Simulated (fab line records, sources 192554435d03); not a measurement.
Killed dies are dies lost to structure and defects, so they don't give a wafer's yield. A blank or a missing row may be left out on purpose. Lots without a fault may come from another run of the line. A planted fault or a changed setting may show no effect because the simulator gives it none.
A struck lot beside a sound one | flow n5_finfet | 43 steps out of a route of 1938
Sound: wafers L251.1, L251.2, L251.3. Struck: wafers L244.2, L244.4, L244.5. The cause comes at the end.
At each step with rows: each side's tool, then ch and its chambers, then its first start. Under that, the readings that differ: sound wafers | struck wafers | difference of the means | sigmas: that difference in standard deviations of wafers without a fault.
alike: readings whose means differ by less than 2 such deviations, and words and numbers that are the same on both sides. not compared: withheld readings, readings that some wafer has no value for, bounds like >300 that may hide the same value, and numbers for which the record gives no deviation and whose values overlap.
The two part at a step that has a row with sigmas, a row that says differs or no value, or rows on one side only. Numbers that don't overlap but have no deviation are shown without sigmas and don't part them. A reading that every wafer of one side lacks parts them only if that side has two wafers or more.

first, 4 steps without rows for these wafers: N5_MOL_CONTACT_COAG_PRE_CLEAN_121; N5_MOL_CONTACT_COAG_CVD_140 (deposits W, target thk 66.5 nm, time 215 s); N5_MOL_CONTACT_COAG_PRECLEAN_127 (cleans in DIW, time 57.5 s); N5_MOL_CONTACT_COAG_SRD_128 (dry time 32 s).
N5_MOL_CONTACT_COAG_CMP_52: polishes, stops on SiO2, t overpolish 1.5 s, target thk 66.5 nm.
  sound on cmp-03 ch 0,2,3, day 9 17:34; struck on cmp-03 ch 0,1,3, day 7 23:31
  alike: motor_current_A, overpolish_run_s, platen_rpm, time_to_endpoint_s
N5_MOL_CONTACT_COAG_THK_MEAS_53:
  sound on film_metro-01, day 9 17:49; struck on film_metro-01, day 7 23:44
  alike: VIA_MOL_THK
then, 1 step without rows for these wafers: N5_MOL_CONTACT_COAG_ANNEAL_112 (time 1800 s).
N5_MOL_CONTACT_COAG_INSPECT_97: inspects for defects (darkfield).
  sound on defect_inspect-01, day 9 21:59; struck on defect_inspect-02, day 8 02:49
  alike: raw_defect_count
then, 1 step without rows for these wafers: N5_BEOL_M0_SAQP_PECVD_00 (deposits SiCN from 3MS/NH3, target thk 8 nm, time 14 s).
N5_BEOL_M0_SAQP_ILD_DEP_01: deposits SiOC from DEMS/O2, target thk 45.419 nm, time 8.7 s.
  sound on pecvd-04 ch 0,1,2, day 9 22:20; struck on pecvd-03 ch 1,2, day 8 03:09
  alike: heater_power_w, showerhead_plenum_p_Torr, throttle_valve_pct
then, 1 step without rows for these wafers: N5_BEOL_M0_SAQP_HM_DEP_02 (deposits TiN, target thk 12 nm).
N5_BEOL_M0_SAQP_PECVD_03: deposits SiCN from 3MS/NH3, target thk 12 nm, time 21.1 s.
  sound on pecvd-01 ch 0,1,2, day 10 00:23; struck on pecvd-01 ch 0,1,2, day 8 04:21
  no value came back on the struck wafers for chamber_pressure_Torr (Torr), rf_fwd_power_W (W), showerhead_plenum_p_Torr (Torr), throttle_valve_pct (%); on the sound wafers chamber_pressure_Torr (Torr) reads 3.002 3.002 3.001
then, 3 steps without rows for these wafers: N5_BEOL_M0_SAQP_PECVD_96 (deposits a-Si from SiH4/He, target thk 45 nm, time 45.2 s); N5_BEOL_M0_SAQP_PECVD_97 (deposits SiNx from SiH4/NH3/N2, target thk 23 nm, time 19.9 s); N5_BEOL_M0_SAQP_PECVD_04 (deposits a-Si from SiH4/He, target thk 60 nm, time 60.2 s).
N5_BEOL_M0_SAQP_THK_MEAS_05:
  sound on film_metro-02, day 10 00:35; struck on film_metro-02, day 8 04:34
  reading     | sound          | struck         | difference | sigmas
  thk_nm (nm) | 58.0 58.3 59.2 | 60.1 60.6 60.2 | +1.8       | +2
then, 9 steps without rows for these wafers: N5_BEOL_M0_SAQP_HM_DEP_111 (deposits SiO2 from SiH4/N2O, target thk 12 nm, time 7.2 s); N5_BEOL_M0_SAQP_COAT_81 (time 60 s, resist thk 100 nm); N5_BEOL_M0_SAQP_COAT_82 (time 60 s, resist thk 30 nm); N5_BEOL_M0_SAQP_COAT_08 (resist thk 90 nm); N5_BEOL_M0_SAQP_EBR_10; N5_BEOL_M0_SAQP_SOFTBAKE_09 (time 60 s); N5_BEOL_M0_SAQP_EXPOSE_11 (exposes mask M0 CORE, target cd 42 nm); N5_BEOL_M0_SAQP_PEB_12 (peb time 60 s); N5_BEOL_M0_SAQP_DEVELOP_13 (develop time 30 s).
N5_BEOL_M0_SAQP_CD_MEAS_14: target cd 42.5 nm.
  sound on cd_sem-01 ch 0, day 10 01:04; struck on cd_sem-03 ch 0, day 8 05:03
  alike: cd_nm
N5_BEOL_M0_SAQP_OVL_MEAS_15:
  sound on overlay-02 ch 0, day 10 01:06; struck on overlay-01 ch 0, day 8 05:05
  alike: M0_CORE_OVL
N5_BEOL_M0_SAQP_INSPECT_16: inspects for defects (brightfield).
  sound on defect_inspect-01, day 10 01:08; struck on defect_inspect-01, day 8 05:07
  alike: raw_defect_count
then, 2 steps without rows for these wafers: N5_BEOL_M0_SAQP_DESCUM_19 (chemistry O2, time 7.9 s); N5_BEOL_M0_SAQP_ETCH_83 (etches SiARC in CF4, target depth 39 nm, time 65 s).
N5_BEOL_M0_SAQP_ETCH_84: etches SOC in N2/H2, target depth 100 nm, overetch 20 nm, time 150 s.
  sound on rie_diel-04 ch 1,2,3, day 10 01:17; struck on rie_diel-03 ch 0,1,2, day 8 05:17
  alike: drypump_motor_current_A, oes_product_au, rf_vpp_V, showerhead_plenum_p_Torr, throttle_valve_pct
  not compared: rf_hours_counter_h
then, 3 steps without rows for these wafers: N5_BEOL_M0_SAQP_STRIP_80 (strips in N2/H2); N5_BEOL_M0_SAQP_HM_OPEN_112 (chemistry CHF3/O2, target SiO2, stops on a-Si, target depth 12 nm, time 13.5 s); N5_BEOL_M0_SAQP_STRIP_113 (strips in CHF3/O2).
N5_BEOL_M0_SAQP_MANDREL_ETCH_20: etches a-Si in HBr/Cl2, stops on SiNx, target depth 60 nm, bt time 10 s, time 30 s.
  sound on rie_si-05 ch 1,2,3, day 10 01:28; struck on rie_si-05 ch 2,3, day 8 05:29
  alike: drypump_motor_current_A, oes_product_au, throttle_valve_pct
  not compared: rf_hours_counter_h
then, 4 steps without rows for these wafers: N5_BEOL_M0_SAQP_STRIP_86 (strips in N2/H2); N5_BEOL_M0_SAQP_STRIP_115 (strips in post etch residue remover, time 60 s); N5_BEOL_M0_SAQP_SRD_93 (time 30 s); N5_BEOL_M0_SAQP_RECESS_114 (chemistry HF/NH3, target SiO2, target depth 14.4 nm, afs cycles 3, sublimation time 60 s).
N5_BEOL_M0_SAQP_SPACER1_ALD_98: deposits SiO2, target thk 12.8 nm, pulse time 1 s, purge time 2 s.
  sound on ald_sin-01 ch 0,1,3, day 10 02:22; struck on ald_sin-02 ch 1,2, day 8 06:11
  alike: heater_power_w, precursor_pulse_height_rel
then, 1 step without rows for these wafers: N5_BEOL_M0_SAQP_SPACER1_ETCHBACK_99 (etches SiO2 in CHF3/O2, target depth 15.4 nm, time 7.7 s).
N5_BEOL_M0_SAQP_CD_MEAS_29: target cd 14.4 nm.
  sound on cd_sem-02 ch 0, day 10 04:58; struck on cd_sem-03 ch 0, day 8 08:52
  reading    | sound             | struck | difference                    | sigmas
  cd_nm (nm) | 14.96 15.06 14.96 | - - -  | no value on the struck wafers |
N5_BEOL_M4_RC_MEAS_101:
  the record has rows for the sound wafers here (prober-02 ch 0, day 12 17:07) and none for the struck ones

WHERE THEY PART
First at N5_BEOL_M0_SAQP_PECVD_03; last, within this record, at N5_BEOL_M4_RC_MEAS_101.

WHY: what the simulator had put in
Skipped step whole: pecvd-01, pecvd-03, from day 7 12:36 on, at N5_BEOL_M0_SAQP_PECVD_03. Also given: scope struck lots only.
